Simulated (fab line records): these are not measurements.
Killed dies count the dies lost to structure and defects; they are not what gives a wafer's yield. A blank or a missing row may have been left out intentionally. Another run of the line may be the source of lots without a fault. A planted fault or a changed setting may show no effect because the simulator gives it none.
fab line records    flow nand_harc
record lots=6  wafers=18  last_day=33
route steps=1302 shown A_STAIRCASE@841 END@1302
lots that met no fault: from a run of the same line without faults
start_h: hours from the record's first day to the start of the lot's first wafer shown    wait_h: hours from the lot's prior step to this one    " same as the row above    L1.1+2: a row that stands for several wafers    - no value, or no start was given    * or withheld: withheld    < > ~ a bound
route shown NAME@n: NAME is a module with steps in the file, n the number in the route of the first one    usual: mean/standard deviation taken from wafers without a fault    same: alike in all rows    chamber/n: place in a boat    sites: readings site by site    _std_site: standard deviation of those values    _edge_site: inner sites' mean taken away from outer sites' mean    radius_mm: how far each site lies from the wafer's centre    mask NAME#n: copy n    behind: the last tool/chamber to shape the wafer    hold: the reason the lot was held/the length of the hold in hours/how it ended    device: transistor that didn't switch, given as n, p or np    end of line: the route-end tests of the same wafers    for a step that has no rows: nothing shown but its recipe    killed: the dies lost at the first sort to structure and to defects; this is not the yield of the wafer    map: a wafer's dies, marking killed ones x, the rest . and places with no die _
set.NAME: the setting that was run; set.NAME@STEP: the one run at that earlier step    model.NAME: the simulator's own value behind a step, which no gauge read
a table for each step, a row for each wafer; lots at some steps of the route
services: from which hour (start_h, from the record's first day; less than 0 if before it) a tool's chamber was out of use, for how many hours, and why
## steps
# step NHARC_A_STAIRCASE_ALD_415
# recipe target_thk_a=300  pulse_time_s=6  ald_cycles=300  temp_c=300  material=SiO2
# usual heater_power_w=451/57  precursor_pulse_height_rel=1.000/0.019
# same pulse_time_s=6
lot.wafer  tool       chamber  start_h  wait_h  heater_power_w  precursor_pulse_height_rel
L101.3     ald_hk-02  0        416.42   0.1     575             1.005
L101.6     "          0        "        "       577             1.013
L101.5     "          1        "        "       495             0.982
L100.1     ald_hk-04  0        420.12   0.5     405             1.039
L100.2     "          1        "        "       492             1.008
L100.6     "          3        "        "       502             0.985
L111.1     ald_hk-04  3        540.76   0.5     479             1.045
L111.3     "          0        "        "       405             0.996
L111.6     "          2        "        "       378             1.043
L113.4     ald_hk-03  1        555.92   0.9     404             0.993
L113.6     "          0        "        "       466             0.992
L113.5     "          1        "        "       394             0.963
L118.3     ald_hk-02  3        596.10   0.5     413             0.975
L118.6     "          1        "        "       471             0.989
L118.5     "          2        "        "       454             1.035
L119.4     ald_hk-04  1        606.59   0.1     503             0.968
L119.2     "          0        "        "       409             1.025
L119.5     "          1        "        "       505             1.017
# step NHARC_A_STAIRCASE_ETCHBACK_416
# recipe target_depth_a=360  time_s=7.2  c4f8_flow_sccm=withheld  o2_flow_sccm=8  ar_flow_sccm=withheld  rf_w=600  bias_w=800  chemistry=C4F8/O2/Ar
# usual oes_product_au=0.935/0.025  rf_vpp_V=721.0/3
# same time_s=7.2
lot.wafer  tool         chamber  start_h  wait_h  oes_product_au  rf_hours_counter_h  rf_vpp_V
L101.3     rie_diel-09  3        -        -       0.923           25                  726.8
L101.5     "            1        "        "       0.924           -                   717.8
L101.6     "            2        "        "       0.924           -                   723.4
L100.2     rie_diel-09  0        -        -       0.928           32                  719.2
L100.1     "            1        "        "       0.911           35                  719.6
L100.6     "            3        "        "       0.909           -                   723.4
L111.3     rie_diel-01  3        -        -       0.923           47                  717.0
L111.1     "            0        "        "       0.922           48                  720.3
L111.6     "            0        "        "       0.920           -                   720.2
L113.6     rie_diel-06  1        -        -       0.937           -                   724.9
L113.4     "            3        "        "       0.933           -                   716.6
L113.5     "            0        "        "       0.921           -                   721.2
L118.3     rie_diel-06  1        -        -       0.931           32                  725.9
L118.6     "            3        "        "       0.929           -                   718.2
L118.5     "            0        "        "       0.930           -                   719.9
L119.2     rie_diel-09  3        -        -       0.925           39                  724.3
L119.4     "            1        "        "       0.931           -                   717.2
L119.5     "            3        "        "       0.923           -                   724.6
# step NHARC_A_STAIRCASE_STRIP_476
# recipe time_s=20  o2_flow_sccm=500  ar_flow_sccm=0  bias_w=0  chemistry=O2
# usual drypump_motor_current_A=5.7/0.37  mfc_ar_sccm=0.011/0.012  oes_product_au=1.002/0.0076  rf_vpp_V=57.6/0.83  showerhead_plenum_p_Torr=3.45/0.11  throttle_valve_pct=17.036/0.0086
# same time_s=20
lot.wafer  tool         chamber  start_h  wait_h  drypump_motor_current_A  mfc_ar_sccm  oes_product_au  rf_hours_counter_h  rf_vpp_V  showerhead_plenum_p_Torr  throttle_valve_pct
L101.3     rie_diel-09  0        418.60   0.1     5.7                      0            1.012           32                  58.1      3.36                      17.038
L101.6     "            2        "        "       5.9                      0.032        0.985           -                   58.3      3.53                      17.049
L101.5     "            3        "        "       5.8                      0.024        1.001           -                   57.7      3.60                      17.034
L100.2     rie_diel-09  0        421.83   0.1     5.7                      0            1.004           32                  57.1      3.36                      17.026
L100.1     "            2        "        "       5.9                      0.032        0.994           36                  57.5      3.53                      17.028
L100.6     "            0        "        "       5.7                      0            1.001           -                   58.2      3.36                      17.048
L111.3     rie_diel-01  2        542.47   0.1     5.9                      0.004        0.995           46                  56.5      3.32                      17.042
L111.1     "            0        "        "       5.7                      0.011        0.996           48                  56.8      3.44                      17.034
L111.6     "            2        "        "       5.9                      0.004        0.991           -                   58.0      3.32                      17.040
L113.6     rie_diel-06  3        557.90   0.1     5.9                      0.026        1.017           -                   58.0      3.36                      17.055
L113.4     "            0        "        "       5.8                      0.028        1.009           -                   57.1      3.44                      17.040
L113.5     "            1        "        "       5.8                      0            0.999           -                   58.2      3.59                      17.022
L118.3     rie_diel-06  1        597.83   0.1     5.8                      0            1.009           32                  58.3      3.58                      17.043
L118.5     "            1        "        "       5.8                      0            1.010           -                   59.5      3.58                      17.036
L118.6     "            3        "        "       5.9                      0.026        1.001           -                   55.9      3.36                      17.043
L119.2     rie_diel-09  3        608.82   0.1     5.8                      0.024        1.005           39                  57.8      3.56                      17.038
L119.4     "            1        "        "       6.2                      0            1.006           -                   57.3      3.34                      17.021
L119.5     "            3        "        "       5.8                      0.024        0.994           -                   58.8      3.56                      17.040
# step NHARC_A_STAIRCASE_DEP_417
# recipe target_thk_a=600  step_coverage_pct=20  temp_c=400  target_thk_nm=60  flow_sccm=200  rf_w=450  material=Si3N4
# usual heater_power_w=723/110  rf_fwd_power_W=449.3/1.5
lot.wafer  tool      chamber  start_h  wait_h  heater_power_w  rf_fwd_power_W
L101.3     pecvd-04  2        419.09   -       591             445.9
L101.5     "         2        "        "       577             450.4
L101.6     "         1        "        "       615             449.6
L100.2     pecvd-04  0        421.97   -       705             448.2
L100.1     "         1        "        "       647             448.8
L100.6     "         0        "        "       753             448.9
L111.1     pecvd-03  2        542.57   -       671             448.2
L111.3     "         1        "        "       828             446.0
L111.6     "         1        "        "       832             447.2
L113.5     pecvd-02  2        558.12   -       790             448.9
L113.6     "         0        "        "       767             449.1
L113.4     "         1        "        "       658             449.2
L118.3     pecvd-04  0        597.93   -       656             450.1
L118.5     "         1        "        "       601             451.0
L118.6     "         2        "        "       643             448.8
L119.2     pecvd-04  0        608.99   0.2     576             449.3
L119.4     "         0        "        "       586             450.6
L119.5     "         1        "        "       628             451.9
# step NHARC_A_STAIRCASE_WET_418
# recipe temp_c=160  target_depth_a=200  chemistry=H3PO4
# step NHARC_A_STAIRCASE_PRECLEAN_419
# recipe time_s=*  temp_c=50  bath_age_min=0  chemistry=SC1
# step NHARC_A_STAIRCASE_SRD_421
# step NHARC_A_STAIRCASE_ALD_420
# recipe target_thk_a=200  pulse_time_s=6  ald_cycles=200  temp_c=300  material=SiO2
# step NHARC_A_STAIRCASE_CVD_552
# recipe target_thk_a=400  temp_c=700  pressure_mtorr=300  material=SiNx
# step NHARC_A_STAIRCASE_DEP_151
# recipe target_thk_a=72000  temp_c=400  target_thk_nm=7200  teos_flow_sccm=200  rf_w=500  material=SiO2
# usual heater_power_w=643/98  rf_fwd_power_W=499.6/1.5
lot.wafer  tool      chamber  start_h  wait_h  heater_power_w  rf_fwd_power_W
L100.1     pecvd-03  2        429.93   0.4     752             495.9
L100.2     "         0        "        "       845             501.2
L100.6     "         0        "        "       793             500.6
L101.3     pecvd-02  2        430.35   0.8     651             502.3
L101.6     "         0        "        "       619             497.7
L101.5     "         2        "        "       640             502.2
L111.3     pecvd-02  0        551.49   0.5     639             499.7
L111.1     "         1        "        "       689             503.2
L111.6     "         0        "        "       626             500.7
L113.4     pecvd-04  1        571.48   0.7     534             500.1
L113.5     "         2        "        "       537             497.4
L113.6     "         0        "        "       522             498.7
L118.3     pecvd-02  0        608.74   0.4     618             502.6
L118.6     "         0        "        "       612             499.9
L118.5     "         2        "        "       665             501.1
L119.2     pecvd-04  0        619.89   0.5     601             499.1
L119.4     "         2        "        "       554             496.6
L119.5     "         1        "        "       556             502.4
# step NHARC_A_STAIRCASE_ANNEAL_320
# recipe temp_c=750  time_s=1800
# step NHARC_A_STAIRCASE_DEP_322
# recipe target_thk_a=72000  temp_c=400  target_thk_nm=7200  teos_flow_sccm=200  rf_w=500  material=SiO2
# usual heater_power_w=674/110  rf_fwd_power_W=499.7/1.5
lot.wafer  tool      chamber  start_h  wait_h  heater_power_w  rf_fwd_power_W
L100.2     pecvd-04  0        438.96   0.1     598             499.6
L100.1     "         2        "        "       588             499.9
L100.6     "         0        "        "       571             499.0
L101.3     pecvd-02  1        439.17   0.3     656             500.7
L101.6     "         0        "        "       637             497.1
L101.5     "         1        "        "       556             499.2
L111.1     pecvd-02  1        558.63   0.1     665             420.3
L111.3     "         0        "        "       768             499.7
L111.6     "         1        "        "       584             421.4
L113.5     pecvd-02  0        583.89   0.3     641             498.2
L113.6     "         1        "        "       582             420.4
L113.4     "         2        "        "       642             499.9
L118.3     pecvd-03  1        616.75   0.3     801             499.6
L118.5     "         2        "        "       657             500.7
L118.6     "         0        "        "       795             500.2
L119.2     pecvd-03  0        627.65   0.1     872             498.7
L119.4     "         0        "        "       824             499.2
L119.5     "         1        "        "       706             499.5
# step NHARC_A_STAIRCASE_ANNEAL_323
# recipe temp_c=750  time_s=1800
# step NHARC_END_SORT_01
# recipe temp_c=25
# usual killed_at_array=59/17  killed_at_other=0.7/0.9  killed_at_periphery=3.6/2.3  killed_dies=63/18  killed_open=3.4/1.9  killed_short=2.6/1.7
# same gross_dies=677
lot.wafer  tool       chamber  start_h  wait_h  killed_at_array  killed_at_other  killed_at_periphery  killed_dies  killed_open  killed_short
L113.4     prober-01  0        746.79   3.4     47               0                6                    53           2            2
L113.5     prober-01  0        747.60   3.7     45               1                6                    52           2            4
L113.6     prober-01  0        748.41   4.0     56               0                5                    61           4            2
L118.3     prober-01  0        784.95   3.1     63               2                2                    67           5            1
L118.5     prober-01  0        786.55   3.7     91               3                0                    94           4            7
L118.6     prober-01  0        787.35   4.0     76               1                2                    79           3            5
# killed by level:class
L113.4 A_CHANNEL_HOLE_D2:chamber_film_flake=25 A_CHANNEL_HOLE_D1:chamber_film_flake=10 P_CONTACT:chamber_film_flake=4 A_CONTACT:chamber_film_flake=3 A_M1:chamber_film_flake=2 P_GATE:geometric_particle:open=1 A_DECK1_JOINT:geometric_particle:short=1 A_CHANNEL_HOLE_D2:geometric_particle:open=1
L113.5 A_CHANNEL_HOLE_D2:chamber_film_flake=20 A_SGD_CUT:chamber_film_flake=4 A_CONTACT:chamber_film_flake=4 P_GATE:chamber_film_flake=3 A_CHANNEL_HOLE_D1:chamber_film_flake=3 A_SLIT:chamber_film_flake=3 P_CONTACT:chamber_film_flake=2 A_CHANNEL_FILL_D2:chamber_film_flake=2
L113.6 A_CHANNEL_HOLE_D2:chamber_film_flake=22 A_CHANNEL_HOLE_D1:chamber_film_flake=15 P_CONTACT:chamber_film_flake=5 A_SLIT:chamber_film_flake=5 A_SGD_CUT:chamber_film_flake=3 A_CHANNEL_FILL_D2:chamber_film_flake=2 A_CONTACT:chamber_film_flake=2 A_CHANNEL_HOLE_D1:geometric_particle:open=1
L118.3 A_SLIT:chamber_film_flake=22 A_CHANNEL_HOLE_D2:chamber_film_flake=20 A_CHANNEL_HOLE_D1:chamber_film_flake=11 A_CONTACT:chamber_film_flake=4 THIN_TSV:chamber_film_flake=2 P_M0:geometric_particle:open=1 A_ONON_D1:geometric_particle:open=1 A_ONON_D2:geometric_particle:short=1
L118.5 A_CHANNEL_HOLE_D2:chamber_film_flake=29 A_SLIT:chamber_film_flake=29 A_CHANNEL_HOLE_D1:chamber_film_flake=15 A_CONTACT:chamber_film_flake=5 A_CHANNEL_HOLE_D1:geometric_particle:short=2 A_WL_FILL:geometric_particle:short=2 A_M0:geometric_particle:open=2 THIN_TSV:chamber_film_flake=2
L118.6 A_SLIT:chamber_film_flake=30 A_CHANNEL_HOLE_D2:chamber_film_flake=20 A_CONTACT:chamber_film_flake=8 A_CHANNEL_HOLE_D1:chamber_film_flake=7 A_ONON_D2:geometric_particle:short=2 A_CHANNEL_FILL_D2:geometric_particle:short=2 A_STAIRCASE:chamber_film_flake=2 P_M0:geometric_particle:open=1
## services
tool         chamber  start_h  hours  kind
pecvd-02     -        409.59   13.0   pm
rie_diel-06  0        421.50   4.5    repair
pecvd-04     -        450.20   13.0   pm
rie_diel-09  2        450.40   4.0    repair
rie_diel-09  0        452.41   12.4   repair
rie_diel-06  -        484.20   9.0    pm
rie_diel-09  0        485.52   4.6    repair
pecvd-04     -        497.38   1.6    repair
rie_diel-09  -        499.32   9.0    pm
rie_diel-06  -        505.03   0.9    repair
pecvd-03     -        511.44   0.8    repair
rie_diel-01  0        534.48   5.9    repair
pecvd-04     0        540.41   10.6   repair
pecvd-04     2        546.45   4.9    repair
pecvd-03     -        547.29   13.0   pm
rie_diel-01  3        553.19   17.0   repair
rie_diel-06  2        553.95   8.9    repair
rie_diel-01  -        558.35   9.0    pm
rie_diel-09  1        567.42   1.8    repair
rie_diel-01  3        573.93   2.5    repair
rie_diel-06  2        584.26   14.5   repair
pecvd-02     -        590.85   13.0   pm
rie_diel-09  0        604.31   6.5    repair
ald_hk-04    -        610.32   10.0   pm
## key
first_sign step=NHARC_A_STAIRCASE_DEP_322  reading=rf_fwd_power_W  direction=down  sigmas=52  usual=*  struck=*
effect none on later readings
met_at NHARC_A_STAIRCASE_DEP_322
struck_wafers L111.1,L111.6,L113.6
tester_left_out L111,L113
onset_between 439.17 558.63
fault kind=process_parameter_drift  tool=pecvd-02  chamber=1  onset_h=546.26  steps=NHARC_A_STAIRCASE_DEP_322  channel=rf_w  offset=*  shape=step  end_h=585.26  acts_in=*  stated=*
# tester_left_out: of these lots the tester's yield and bins aren't shown, on N5 and GAA mostly nor the transistor test; their killed dies are dies lost to structure and defects alone, not to doping, threshold or leakage, so they don't give the yield
